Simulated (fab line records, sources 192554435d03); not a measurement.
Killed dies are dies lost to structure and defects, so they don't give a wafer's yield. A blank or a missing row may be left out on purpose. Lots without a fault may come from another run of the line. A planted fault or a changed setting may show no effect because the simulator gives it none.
fab line records | flow n5_finfet | part 2 of 2: steps 4 to 6 of 6
record lots=22 wafers=66 last_day=17
route steps=1938 shown BEOL_M0_SAQP@700 BEOL_M0@715
lots that met no fault: from a run of the same line without faults
start_h: hours from the record's first day to the start of the lot's first wafer shown | wait_h: hours since the lot's step before | " the same as in the row above | L1.1+2: a row that stands for several wafers | - no value, or no start given | * or withheld: withheld | < > ~ a bound
route shown NAME@n: a module of which the file shows steps, and the number in the route of the first | usual: mean/standard deviation of fault-free wafers | same: alike in all rows | chamber/n: place in a boat | sites: the reading at each site | _std_site: their standard deviation | _edge_site: outer sites' mean less inner sites' | radius_mm: how far each site lies from the wafer's centre | mask NAME#n: copy n | behind: the tool/chamber that last shaped the wafer | hold: why the lot was held/for how many hours/how that ended | device: the transistor (n, p or np) that didn't switch | end of line: the same wafers' tests at the end of the route | a step without rows: its recipe alone | killed: dies lost to structure and defects at the first sort, not the wafer's yield | map: a wafer's dies, x killed, . not, _ none there
set.NAME: the setting as run; set.NAME@STEP: as run at that earlier step | model.NAME: the simulator's own value behind a step, which no gauge read
steps of the route over a sample of lots; a table a step, a row a wafer
services: from which hour (start_h, from the record's first day; less than 0 if before it) a tool's chamber was out of use, for how many hours, and why
## steps
# step N5_BEOL_M0_STRIP_142
# recipe chemistry=N2/H2 time_s=10 power_w=450 temp_c=40 pressure_mtorr=20 rf_frequency_hz=6e+07 bias_power_w=7 n2_flow_sccm=200 h2_flow_sccm=200
# usual drypump_motor_current_A=5.7/0.31 h2_flow_sccm=200.0/0.56 oes_product_au=0.79/0.078 rf_vpp_V=59.3/0.83 showerhead_plenum_p_Torr=2.56/0.077 throttle_valve_pct=23.7/0.33
# columns lot.wafer tool chamber start_h wait_h drypump_motor_current_A h2_flow_sccm oes_product_au rf_hours_counter_h rf_vpp_V showerhead_plenum_p_Torr throttle_valve_pct
L074.2 rie_diel-06 3 116.60 0.0 6.1 200.6 0.85 77 59.2 2.57 23.3
L074.3 " 0 " " 5.6 200.2 0.87 31 59.3 2.51 23.7
L074.4 " 2 " " 5.7 200.5 0.84 62 59.1 2.56 23.6
L075.1 rie_diel-04 3 123.38 0.0 6.1 200.2 0.83 61 58.3 2.45 23.2
L075.5 " 0 " " 6.3 200.4 0.92 - 59.6 2.60 23.7
L075.6 " 1 " " 5.4 200.2 0.71 - 59.0 2.51 23.2
L076.3 rie_diel-06 0 123.85 0.0 5.6 200.3 0.87 33 58.9 2.51 23.6
L076.4 " 3 " " 6.1 200.5 0.85 79 59.5 2.57 23.3
L076.6 " 3 " " 6.0 200.8 0.83 - 58.3 2.56 23.3
L077.3 rie_diel-06 3 136.47 0.0 6.1 200.0 0.84 84 59.8 2.56 23.3
L077.4 " 1 " " 5.9 200.8 0.68 234 60.3 2.60 23.7
L077.6 " 0 " " 5.6 199.7 0.84 - 58.6 2.51 23.6
L078.1 rie_diel-04 0 140.20 0.0 6.2 199.6 0.89 30 59.9 2.60 23.6
L078.5 " 3 " " 6.1 200.1 0.82 - 57.9 2.45 23.2
L078.6 " 2 " " 5.5 199.5 0.72 - 60.9 2.64 23.4
L079.2 rie_diel-04 3 148.39 0.0 6.2 199.3 0.81 69 59.3 2.45 23.3
L079.4 " 1 " " 5.5 200.4 0.70 204 58.6 2.51 23.2
L079.6 " 2 " " 5.5 199.8 0.73 - 59.6 2.64 23.4
L081.1 rie_diel-04 0 158.15 0.0 6.2 199.3 0.90 36 58.8 2.60 23.7
L081.2 " 3 " " 6.2 199.8 0.81 73 58.5 2.45 23.3
L081.5 " 2 " " 5.5 200.7 0.71 - 58.6 2.64 23.5
L080.4 rie_diel-06 1 160.04 0.0 5.9 200.6 0.67 - 59.0 2.60 23.7
L080.5 " 2 " " 5.7 199.7 0.84 - 58.5 2.55 23.6
L080.6 " 3 " " 6.1 200.6 0.82 - 59.2 2.56 23.3
L082.1 rie_diel-01 0 168.05 0.0 5.1 200.2 0.87 31 59.6 2.63 23.8
L082.3 " 2 " " 5.9 199.7 0.68 239 58.2 2.40 24.1
L082.5 " 3 " " 5.5 199.4 0.86 - 58.9 2.57 23.8
L083.1 rie_diel-01 3 169.35 0.0 5.5 199.4 0.85 61 59.2 2.57 23.8
L083.3 " 0 " " 5.1 199.8 0.87 32 59.8 2.63 23.8
L083.5 " 3 " " 5.5 198.8 0.84 - 59.0 2.57 23.8
L084.3 rie_diel-04 1 178.16 0.0 5.5 200.4 0.68 215 59.2 2.50 23.2
L084.4 " 0 " " 6.2 200.0 0.88 42 59.8 2.60 23.6
L084.5 " 3 " " 6.2 200.2 0.80 - 58.6 2.44 23.3
L085.1 rie_diel-01 0 183.41 0.0 5.1 200.9 0.86 36 60.5 2.63 23.8
L085.4 " 2 " " 5.8 199.4 0.67 244 57.8 2.40 24.1
L085.5 " 1 " " 5.6 200.3 0.74 - 58.6 2.64 24.4
L086.2 rie_diel-01 0 194.60 0.0 5.1 199.5 0.86 39 59.6 2.63 23.8
L086.5 " 2 " " 5.8 199.4 0.67 - 59.4 2.40 24.1
L086.6 " 3 " " 5.5 200.8 0.83 - 60.0 2.57 23.8
L088.2 rie_diel-01 3 197.70 0.0 5.5 199.7 0.83 71 59.1 2.57 23.8
L088.4 " 2 " " 5.9 200.8 0.67 - 56.2 2.40 24.1
L088.6 " 1 " " 5.6 199.8 0.73 - 59.5 2.64 24.3
L087.1 rie_diel-01 2 197.81 0.0 5.8 200.2 0.67 250 59.0 2.40 24.1
L087.4 " 2 " " 5.9 200.8 0.66 - 57.7 2.40 24.1
L087.5 " 3 " " 5.5 199.2 0.83 - 60.0 2.57 23.8
L089.2 rie_diel-04 0 206.92 0.0 6.2 201.4 0.87 52 58.8 2.59 23.7
L089.4 " 2 " " 5.5 200.1 0.70 - 59.2 2.63 23.5
L089.6 " 0 " " 6.2 200.1 0.86 - 58.2 2.59 23.7
L090.3 rie_diel-06 0 206.97 0.0 5.5 200.3 0.82 60 58.5 2.50 23.7
L090.5 " 0 " " 5.5 200.7 0.82 - 59.2 2.50 23.7
L090.6 " 2 " " 5.7 200.7 0.82 - 60.3 2.54 23.6
L092.3 rie_diel-01 3 219.12 0.0 5.5 200.3 0.82 82 59.5 2.57 23.8
L092.4 " 0 " " 5.1 201.1 0.85 48 60.8 2.62 23.8
L092.5 " 2 " " 5.8 200.5 0.98 - 58.8 2.72 23.9
L093.2 rie_diel-04 0 227.99 0.0 6.2 199.8 0.86 60 61.1 2.59 23.7
L093.4 " 1 " " 5.4 200.1 0.69 227 60.3 2.50 23.2
L093.5 " 3 " " 6.2 199.6 0.79 - 59.2 2.44 23.3
L094.1 rie_diel-01 1 231.96 0.0 5.6 200.7 0.72 216 59.9 2.63 24.4
L094.2 " 0 " " 5.1 200.5 0.84 53 60.4 2.62 23.8
L094.4 " 2 " " 5.8 199.1 0.95 7 61.2 2.72 23.9
L095.1 rie_diel-04 0 234.91 0.0 6.2 199.6 0.86 63 58.7 2.59 23.7
L095.4 " 1 " " 5.4 200.5 0.67 230 58.7 2.50 23.2
L095.5 " 3 " " 6.2 199.9 0.77 - 60.0 2.44 23.3
L097.1 rie_diel-06 1 257.56 0.0 5.9 199.4 0.97 8 58.6 2.59 23.3
L097.2 " 0 " " 5.6 200.4 0.80 79 58.4 2.49 23.7
L097.6 " 2 " " 5.6 199.3 0.80 - 60.2 2.53 23.7
# step N5_BEOL_M0_ANNEAL_117
# recipe temp_c=400 time_s=60 ambient=vacuum
# usual heater_power_w=819/45
# columns lot.wafer tool chamber start_h wait_h heater_power_w
L074.2 pvd_sputter-02 - 119.85 0.0 797
L074.3 " - " " 792
L074.4 " - " " 793
L075.1 pvd_sputter-03 - 125.29 0.0 871
L075.5 " - " " 896
L075.6 " - " " 834
L076.3 pvd_sputter-03 - 125.73 0.0 812
L076.4 " - " " 818
L076.6 " - " " 827
L077.3 pvd_sputter-02 - 139.63 0.0 780
L077.4 " - " " 775
L077.6 " - " " 790
L078.1 pvd_sputter-01 - 142.67 0.0 692
L078.5 " - " " 806
L078.6 " - " " 782
L079.2 pvd_sputter-01 - 149.68 0.0 809
L079.4 " - " " 829
L079.6 " - " " 687
L081.1 pvd_sputter-03 - 160.38 0.0 897
L081.2 " - " " 839
L081.5 " - " " 892
L080.4 pvd_sputter-02 - 161.07 0.0 791
L080.5 " - " " 804
L080.6 " - " " 803
L082.1 pvd_sputter-03 - 169.69 0.0 878
L082.3 " - " " 822
L082.5 " - " " 824
L083.1 pvd_sputter-03 - 170.83 0.0 876
L083.3 " - " " 833
L083.5 " - " " 864
L084.3 pvd_sputter-02 - 180.11 0.0 810
L084.4 " - " " 876
L084.5 " - " " 781
L085.1 pvd_sputter-03 - 185.18 0.0 833
L085.4 " - " " 884
L085.5 " - " " 871
L086.2 pvd_sputter-02 - 197.44 0.0 795
L086.5 " - " " 809
L086.6 " - " " 793
L088.2 pvd_sputter-02 - 198.96 0.0 797
L088.4 " - " " 808
L088.6 " - " " 797
L087.1 pvd_sputter-03 - 199.39 0.0 838
L087.4 " - " " 844
L087.5 " - " " 817
L089.2 pvd_sputter-03 - 209.88 0.0 800
L089.4 " - " " 858
L089.6 " - " " 853
L090.3 pvd_sputter-01 - 210.00 0.0 804
L090.5 " - " " 786
L090.6 " - " " 816
L092.3 pvd_sputter-02 - 223.38 0.0 801
L092.4 " - " " 859
L092.5 " - " " 855
L093.2 pvd_sputter-02 - 231.35 0.0 792
L093.4 " - " " 800
L093.5 " - " " 789
L094.1 pvd_sputter-03 - 234.73 0.0 874
L094.2 " - " " 836
L094.4 " - " " 846
L095.1 pvd_sputter-01 - 236.44 0.0 820
L095.4 " - " " 837
L095.5 " - " " 791
L097.1 pvd_sputter-01 - 259.17 0.0 786
L097.2 " - " " 691
L097.6 " - " " 773
# step N5_BEOL_M0_SPUTTER_134
# recipe material=Cu target_thk_a=40 temp_c=-20 chamber_pressure_pa=0.07 power_w=withheld time_s=7.37
# usual throttle_valve_pct=29.8/1.2
# columns lot.wafer tool chamber start_h wait_h throttle_valve_pct
L074.2 pvd_sputter-02 - 120.01 0.0 32.4
L074.3 " - " " 30.5
L074.4 " - " " 29.4
L075.1 pvd_sputter-03 - 125.45 0.0 30.0
L075.5 " - " " 30.0
L075.6 " - " " 30.1
L076.3 pvd_sputter-03 - 125.89 0.0 30.0
L076.4 " - " " 30.2
L076.6 " - " " 29.9
L077.3 pvd_sputter-02 - 139.79 0.0 30.5
L077.4 " - " " 29.3
L077.6 " - " " 30.6
L078.1 pvd_sputter-01 - 142.83 0.0 29.1
L078.5 " - " " 30.5
L078.6 " - " " 30.8
L079.2 pvd_sputter-01 - 149.84 0.0 30.8
L079.4 " - " " 29.0
L079.6 " - " " 29.5
L081.1 pvd_sputter-03 - 160.54 0.0 30.2
L081.2 " - " " 28.5
L081.5 " - " " 30.1
L080.4 pvd_sputter-02 - 161.23 0.0 30.6
L080.5 " - " " 30.7
L080.6 " - " " 32.2
L082.1 pvd_sputter-03 - 169.85 0.0 30.2
L082.3 " - " " 30.2
L082.5 " - " " 28.2
L083.1 pvd_sputter-03 - 170.99 0.0 29.9
L083.3 " - " " 28.5
L083.5 " - " " 30.0
L084.3 pvd_sputter-02 - 180.27 0.0 32.2
L084.4 " - " " 27.9
L084.5 " - " " 29.6
L085.1 pvd_sputter-03 - 185.34 0.0 28.4
L085.4 " - " " 30.1
L085.5 " - " " 29.9
L086.2 pvd_sputter-02 - 197.60 0.0 29.3
L086.5 " - " " 32.4
L086.6 " - " " 30.6
L088.2 pvd_sputter-02 - 199.12 0.0 32.4
L088.4 " - " " 29.1
L088.6 " - " " 29.2
L087.1 pvd_sputter-03 - 199.55 0.0 30.2
L087.4 " - " " 30.0
L087.5 " - " " 30.0
L089.2 pvd_sputter-03 - 210.04 0.0 28.3
L089.4 " - " " 29.8
L089.6 " - " " 30.1
L090.3 pvd_sputter-01 - 210.16 0.0 31.0
L090.5 " - " " 30.4
L090.6 " - " " 29.2
L092.3 pvd_sputter-02 - 223.54 0.0 30.5
L092.4 " - " " 28.0
L092.5 " - " " 27.6
L093.2 pvd_sputter-02 - 231.51 0.0 29.4
L093.4 " - " " 30.4
L093.5 " - " " 29.0
L094.1 pvd_sputter-03 - 234.89 0.0 30.3
L094.2 " - " " 28.5
L094.4 " - " " 30.1
L095.1 pvd_sputter-01 - 236.60 0.0 30.9
L095.4 " - " " 29.3
L095.5 " - " " 30.4
L097.1 pvd_sputter-01 - 259.33 0.0 30.9
L097.2 " - " " 29.5
L097.6 " - " " 30.5
## services
# columns tool chamber start_h hours kind
rie_diel-02 2 95.78 4.7 repair
rie_diel-02 3 97.68 4.5 repair
rie_diel-04 0 102.22 2.3 repair
rie_metal-03 - 114.79 1.0 repair
rie_diel-02 3 119.31 7.9 repair
rie_diel-05 - 122.19 0.2 repair
rie_metal-01 - 128.24 0.1 repair
rie_diel-05 3 129.67 16.7 repair
rie_metal-03 - 138.89 0.6 repair
pvd_sputter-01 - 150.27 1.8 repair
rie_metal-02 - 153.54 15.6 pm
rie_diel-06 0 155.65 13.1 repair
rie_diel-05 - 159.80 1.1 repair
rie_diel-01 1 173.91 5.0 repair
rie_metal-02 1 182.90 7.5 repair
rie_diel-06 1 187.11 16.2 repair
rie_diel-03 2 189.48 14.7 repair
rie_diel-04 1 204.77 9.1 repair
rie_metal-02 0 216.12 14.3 repair
rie_diel-06 3 242.09 1.5 repair
rie_diel-06 0 242.48 1.3 repair
rie_metal-02 1 247.14 1.0 repair
rie_diel-02 - 249.58 2.8 pm
rie_metal-01 1 257.34 21.6 repair
